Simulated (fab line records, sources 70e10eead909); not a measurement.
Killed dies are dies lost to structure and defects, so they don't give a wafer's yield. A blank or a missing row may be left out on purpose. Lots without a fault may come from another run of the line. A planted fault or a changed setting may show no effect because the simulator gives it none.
fab line records | flow nand_harc
record lots=14 wafers=41 last_day=33
route steps=1302 shown A_DECK1_JOINT@527 A_ONON_D2@551 END@1302
lots that met no fault: from a run of the same line without faults
start_h: hours from the record's first day to the start of the lot's first wafer shown | wait_h: hours since the lot's step before | " the same as in the row above | L1.1+2: a row that stands for several wafers | - no value, or no start given | * or withheld: withheld | < > ~ a bound
route shown NAME@n: a module of which the file shows steps, and the number in the route of the first | usual: mean/standard deviation of fault-free wafers | same: alike in all rows | chamber/n: place in a boat | sites: the reading at each site | _std_site: their standard deviation | _edge_site: outer sites' mean less inner sites' | radius_mm: how far each site lies from the wafer's centre | mask NAME#n: copy n | behind: the tool/chamber that last shaped the wafer | hold: why the lot was held/for how many hours/how that ended | device: the transistor (n, p or np) that didn't switch | end of line: the same wafers' tests at the end of the route | a step without rows: its recipe alone | killed: dies lost to structure and defects at the first sort, not the wafer's yield | map: a wafer's dies, x killed, . not, _ none there
set.NAME: the setting as run; set.NAME@STEP: as run at that earlier step | model.NAME: the simulator's own value behind a step, which no gauge read
steps of the route over a sample of lots; a table a step, a row a wafer
services: from which hour (start_h, from the record's first day; less than 0 if before it) a tool's chamber was out of use, for how many hours, and why
## steps
# step NHARC_A_DECK1_JOINT_CMP_13
# recipe target_thk_nm=51.023
# usual motor_current_A=11.7/1 slurry_flow_ml_min=150.1/0.39 time_to_endpoint_s=8.5/2.6
# columns lot.wafer tool chamber start_h wait_h motor_current_A slurry_flow_ml_min time_to_endpoint_s
L979.2 cmp-03 1 252.38 0.4 10.9 150.1 11.4
L979.1 " 2 " " 13.0 150.1 11.8
L979.4 " 3 " " 11.8 149.9 12.9
L983.4 cmp-02 3 302.23 0.4 13.9 149.9 6.0
L983.2 " 0 " " 13.6 150.3 8.6
L983.6 " 2 " " 11.4 150.4 10.4
L986.4 cmp-04 0 333.86 0.4 11.2 150.1 9.2
L986.2 " 1 " " 10.9 150.5 9.1
L986.5 " 0 " " 12.3 150.2 7.3
L989.4 cmp-03 2 353.42 0.4 13.4 150.4 3.8
L989.3 " 3 " " 10.9 150.3 7.2
L991.2 cmp-04 1 375.17 0.4 11.1 149.9 8.3
L991.3 " 3 " " 9.9 150.4 9.1
L991.6 " 2 " " 12.4 149.9 8.6
L993.4 cmp-03 1 395.03 0.4 10.3 149.7 9.6
L993.3 " 2 " " 13.0 149.6 8.1
L993.5 " 1 " " 10.6 149.7 9.9
L992.4 cmp-04 0 395.05 0.4 11.8 149.0 3.7
L992.2 " 2 " " 12.2 149.9 7.3
L992.5 " 3 " " 10.6 150.4 6.5
L994.1 cmp-02 1 415.54 0.4 11.5 150.4 10.5
L994.6 " 0 " " 13.4 150.3 11.5
L994.5 " 1 " " 11.6 150.6 10.6
L997.2 cmp-02 0 438.45 0.4 13.7 150.5 9.1
L997.4 " 1 " " 12.0 149.9 8.5
L997.1 " 2 " " 11.3 150.5 10.1
L996.2 cmp-04 0 438.45 0.4 11.6 149.7 4.7
L996.3 " 1 " " 10.6 150.1 5.8
L996.5 " 0 " " 11.9 150.4 2.6
L998.2 cmp-04 2 450.14 0.4 12.6 149.1 6.5
L998.6 " 0 " " 12.0 150.1 4.2
L998.5 " 1 " " 10.4 149.8 8.3
L999.3 cmp-04 0 459.79 0.4 12.0 150.4 4.0
L999.5 " 3 " " 9.9 149.7 6.8
L999.6 " 0 " " 11.5 149.7 4.3
L100.4 cmp-02 3 476.78 0.4 13.5 150.1 13.1
L100.6 " 2 " " 11.7 149.4 13.6
L100.5 " 3 " " 13.5 149.9 10.6
L101.3 cmp-02 0 481.14 0.4 13.1 150.2 10.2
L101.6 " 1 " " 11.7 149.6 11.3
L101.5 " 2 " " 11.5 149.4 12.5
# step NHARC_A_DECK1_JOINT_INSPECT_05
# usual raw_defect_count=333/130
# columns lot.wafer tool chamber start_h wait_h raw_defect_count
L979.1 defect_inspect-01 - 279.99 0.0 233
L979.2 " - " " 203
L979.4 " - " " 241
L983.2 defect_inspect-01 - 325.61 0.0 486
L983.4 " - " " 333
L983.6 " - " " 638
L986.2 defect_inspect-01 - 356.51 0.0 236
L986.4 " - " " 179
L986.5 " - " " 216
L989.3 defect_inspect-02 - 378.43 0.0 699
L989.4 " - " " 931
L991.2 defect_inspect-02 - 397.39 0.0 389
L991.3 " - " " 247
L991.6 " - " " 323
L992.2 defect_inspect-01 - 420.40 0.0 279
L992.4 " - " " 409
L992.5 " - " " 307
L993.3 defect_inspect-02 - 420.58 0.0 262
L993.4 " - " " 305
L993.5 " - " " 367
L994.1 defect_inspect-01 - 441.34 0.0 253
L994.5 " - " " 271
L994.6 " - " " 146
L997.1 defect_inspect-02 - 460.38 0.0 464
L997.2 " - " " 376
L997.4 " - " " 177
L996.2 defect_inspect-01 - 460.47 0.0 167
L996.3 " - " " 291
L996.5 " - " " 178
L998.2 defect_inspect-01 - 476.13 0.0 507
L998.5 " - " " 250
L998.6 " - " " 437
L999.3 defect_inspect-01 - 484.53 0.0 283
L999.5 " - " " 599
L999.6 " - " " 316
L100.4 defect_inspect-02 - 499.32 0.0 248
L100.5 " - " " 459
L100.6 " - " " 218
L101.3 defect_inspect-02 - 502.04 0.0 226
L101.5 " - " " 339
L101.6 " - " " 248
# step NHARC_A_ONON_D2_DEP_09
# recipe target_thk_a=10000 n2_flow_sccm=2750 n2o_flow_sccm=2000 nh3_flow_sccm=500 sih4_flow_sccm=210 temp_c=400
# usual n2o_flow_sccm=2000/5.4
# columns lot.wafer tool chamber start_h wait_h n2o_flow_sccm
L979.1 pecvd_onon-02 0 281.76 0.1 1996
L979.2 " 0 " " 1997
L979.4 " 0 " " 2003
L983.2 pecvd_onon-02 0 327.43 0.1 1995
L983.4 " 0 " " 1999
L983.6 " 0 " " 1994
L986.2 pecvd_onon-01 0 358.33 0.1 2001
L986.4 " 0 " " 2001
L986.5 " 0 " " 2004
L989.3 pecvd_onon-01 0 380.32 0.2 1992
L989.4 " 0 " " 2006
L991.2 pecvd_onon-04 0 399.22 0.1 1994
L991.3 " 0 " " 1999
L991.6 " 0 " " 1996
L992.2 pecvd_onon-02 0 422.22 0.1 1999
L992.4 " 0 " " 2003
L992.5 " 0 " " 1996
L993.3 pecvd_onon-04 0 422.46 0.2 1991
L993.4 " 0 " " 1989
L993.5 " 0 " " 2002
L994.1 pecvd_onon-01 0 443.10 0.1 2007
L994.5 " 0 " " 2010
L994.6 " 0 " " 2005
L997.1 pecvd_onon-02 0 462.15 0.1 1991
L997.2 " 0 " " 2002
L997.4 " 0 " " 2005
L996.2 pecvd_onon-04 0 462.29 0.1 1990
L996.3 " 0 " " 1996
L996.5 " 0 " " 1999
L998.2 pecvd_onon-02 0 477.98 0.1 1993
L998.5 " 0 " " 2006
L998.6 " 0 " " 1998
L999.3 pecvd_onon-01 0 486.40 0.2 1998
L999.5 " 0 " " 1998
L999.6 " 0 " " 2002
L100.4 pecvd_onon-02 0 501.26 0.2 1998
L100.5 " 0 " " 1997
L100.6 " 0 " " 1995
L101.3 pecvd_onon-02 0 503.93 0.2 2000
L101.5 " 0 " " 2007
L101.6 " 0 " " 2006
# step NHARC_A_ONON_D2_THK_MEAS_11
# recipe thk_meas_gauge=ellipsometry
# usual thk_nm=1003/10
# columns lot.wafer tool chamber start_h wait_h thk_nm
L979.1 film_metro-01 - 282.27 - 998
L979.2 " - " " 998
L979.4 " - " " 997
L983.2 film_metro-01 - 327.88 - 996
L983.4 " - " " 995
L983.6 " - " " 995
L986.2 film_metro-01 - 358.78 - 988
L986.4 " - " " 553
L986.5 " - " " 990
L989.3 film_metro-01 - 380.71 - 550
L989.4 " - " " 551
L991.2 film_metro-01 - 399.67 - 1018
L991.3 " - " " 1019
L991.6 " - " " 1018
L992.2 film_metro-01 - 422.68 - 992
L992.4 " - " " 992
L992.5 " - " " 992
L993.3 film_metro-02 - 422.86 - 1011
L993.4 " - " " 1013
L993.5 " - " " 1014
L994.1 film_metro-01 - 443.62 - 990
L994.5 " - " " 991
L994.6 " - " " 991
L997.1 film_metro-02 - 462.65 - 993
L997.2 " - " " 991
L997.4 " - " " 991
L996.2 film_metro-02 - 462.75 - 1012
L996.3 " - " " 1014
L996.5 " - " " 1015
L998.2 film_metro-02 - 478.43 - 1008
L998.5 " - " " 1008
L998.6 " - " " 1007
L999.3 film_metro-01 - 486.79 - 1003
L999.5 " - " " 1005
L999.6 " - " " 1005
L100.4 film_metro-01 - 501.60 - 1027
L100.5 " - " " 1028
L100.6 " - " " 1028
L101.3 film_metro-02 - 504.33 - 1002
L101.5 " - " " 1001
L101.6 " - " " 1002
# step NHARC_END_SORT_01
# recipe temp_c=25
# usual killed_at_array=49/18 killed_at_other=0.7/1.1 killed_at_periphery=4.0/2.6 killed_dies=54/19 killed_open=3.4/1.7 killed_short=2.5/1.7
# same gross_dies=677
# columns lot.wafer tool chamber start_h wait_h killed_at_array killed_at_other killed_at_periphery killed_dies killed_open killed_short
L986.2 prober-02 0 650.39 2.8 53 2 5 60 5 3
L986.4 prober-02 0 651.96 3.4 671 2 4 677 3 2
L986.5 prober-02 0 652.75 3.7 74 0 7 81 6 2
L989.3 prober-01 0 660.26 3.1 671 0 6 677 2 0
L989.4 prober-01 0 661.06 3.4 673 0 4 677 4 2
# killed by level:class
L986.2 A_SLIT:chamber_film_flake=19 A_CHANNEL_HOLE_D2:chamber_film_flake=13 A_STAIRCASE:chamber_film_flake=6 A_CHANNEL_HOLE_D1:chamber_film_flake=3 A_CHANNEL_FILL_D2:geometric_particle:open=2 P_ZERO_WELL:chamber_film_flake=2 A_M0:chamber_film_flake=2 A_WL_FILL:chamber_film_flake=2
L986.4 A_ONON_D2:area_dep=623 A_SLIT:chamber_film_flake=22 A_CHANNEL_HOLE_D2:chamber_film_flake=13 A_CHANNEL_HOLE_D1:chamber_film_flake=2 A_STAIRCASE:chamber_film_flake=2 A_WL_FILL:chamber_film_flake=2 A_M0:chamber_film_flake=2 THIN_TSV:chamber_film_flake=2
L986.5 A_CHANNEL_HOLE_D2:chamber_film_flake=33 A_SLIT:chamber_film_flake=22 A_CHANNEL_HOLE_D1:chamber_film_flake=4 P_GATE:chamber_film_flake=3 A_STAIRCASE:chamber_film_flake=3 A_DECK1_JOINT:geometric_particle:open=2 A_CHANNEL_FILL_D2:geometric_particle:open=2 A_CHANNEL_FILL_D2:chamber_film_flake=2
L989.3 A_ONON_D2:area_dep=607 A_SLIT:chamber_film_flake=27 A_CHANNEL_HOLE_D1:chamber_film_flake=16 A_CHANNEL_HOLE_D2:chamber_film_flake=9 P_GATE:chamber_film_flake=5 A_CONTACT:chamber_film_flake=5 A_M0:chamber_film_flake=3 P_CONTACT:geometric_particle:open=1
L989.4 A_ONON_D2:area_dep=583 A_CHANNEL_HOLE_D1:chamber_film_flake=37 A_SLIT:chamber_film_flake=21 A_CHANNEL_HOLE_D2:chamber_film_flake=8 A_ZERO_WELL:chamber_film_flake=4 A_M0:chamber_film_flake=4 A_CONTACT:chamber_film_flake=4 A_STAIRCASE:chamber_film_flake=3
## services
# columns tool chamber start_h hours kind
cmp-04 - 229.26 2.1 repair
cmp-02 - 232.72 4.0 pm
cmp-02 - 246.39 0.3 repair
cmp-03 - 260.00 4.0 pm
pecvd_onon-01 - 269.21 13.0 pm
cmp-04 - 296.12 1.5 repair
cmp-04 - 307.00 4.0 pm
cmp-02 - 311.35 2.1 repair
pecvd_onon-04 - 313.09 13.0 pm
cmp-02 - 330.72 4.0 pm
cmp-04 - 337.87 3.2 repair
cmp-02 - 341.59 5.8 repair
pecvd_onon-01 - 350.21 2.7 repair
cmp-03 - 358.00 4.0 pm
pecvd_onon-02 - 366.54 13.0 pm
cmp-04 - 405.00 4.0 pm
cmp-03 - 415.02 0.7 repair
cmp-02 - 428.72 4.0 pm
pecvd_onon-01 - 450.21 13.0 pm
cmp-03 - 456.00 4.0 pm
cmp-02 - 457.64 0.5 repair
cmp-03 - 486.82 1.8 repair
pecvd_onon-04 - 494.09 13.0 pm
cmp-04 - 503.00 4.0 pm
## key
first_sign step=NHARC_A_ONON_D2_THK_MEAS_11 reading=thk_nm direction=down sigmas=44 usual=1003 struck=551
effect step=NHARC_END_SORT_01 reading=killed_at_array direction=up sigmas=34 usual=49 struck=672
more_kills_born_at NHARC_A_ONON_D2_DEP_09@pecvd_onon-01=1813
met_at NHARC_A_ONON_D2_DEP_09
struck_lots L986,L989
struck_wafers L986.4,L989.3,L989.4
later_rows_left_out L986.4,L989.3,L989.4
tester_left_out L986,L989
not_acting_at NHARC_A_DECK1_JOINT_CMP_13,NHARC_A_DECK1_JOINT_INSPECT_05
fault kind=process_parameter_drift tool=pecvd_onon-01 chamber=- onset_h=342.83 steps=NHARC_A_ONON_D2_DEP_09 channel=target_thk_a offset=* shape=step end_h=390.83 scope=struck_wafers_only acts_in=* stated=*
# tester_left_out: of these lots the tester's yield and bins aren't shown, on N5 and GAA mostly nor the transistor test; their killed dies are dies lost to structure and defects alone, not to doping, threshold or leakage, so they don't give the yield
# later_rows_left_out: the simulator's readings of these wafers behind a module that went badly wrong aren't trusted and aren't shown, but for the sort
